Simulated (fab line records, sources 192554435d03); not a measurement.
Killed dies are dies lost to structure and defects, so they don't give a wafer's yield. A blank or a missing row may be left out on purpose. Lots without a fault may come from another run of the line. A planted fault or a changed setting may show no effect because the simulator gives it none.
Chamber matching | flow n5_finfet | N5_STI_FIN_REVEAL_ETCH_34 on rie_si-06: 4 sister chambers
The step etches Si in H2, material Si, target depth 0.97 nm. 4 wafers are shown with their chamber, then 8 later ones without.

WAFERS WITH THEIR CHAMBER
wafer  | chamber | throttle_valve_pct (%)
L075.1 | 1       | 25.5
L086.1 | 0       | 25.0
L086.4 | 3       | 26.0
L087.2 | 2       | 25.8

WAFERS WITHOUT THEIR CHAMBER
wafer  | throttle_valve_pct (%)
L087.3 | 25.1
L087.5 | 25.0
L089.1 | 26.0
L089.5 | 26.0
L089.6 | 25.0
L096.1 | 25.8
L096.5 | 26.0
L096.6 | 25.8

WHICH CHAMBER EACH WENT THROUGH
wafer  | from the rows above | in truth
L087.3 | 0                   | 0
L087.5 | 0                   | 0
L089.1 | 3                   | 3
L089.5 | 3                   | 3
L089.6 | 0                   | 0
L096.1 | 2                   | 2
L096.5 | 3                   | 3
L096.6 | 2                   | 2
Placed correctly: 8 of 8. Can't be placed from these rows: 0. Placed wrongly: 0.
How it was worked out, from the rows above alone: a wafer's distance from a chamber is the root of the sum, over the readings, of the square of ((its reading less the chamber's mean) divided by the reading's scatter). The wafer belongs to the nearest chamber; if the next one is less than 2 further off, it can't be placed. A chamber's mean is the mean of its shown wafers. The scatter: with one shown wafer a chamber, the root of the mean of the squares of how far each hidden wafer lies from its nearest shown one.
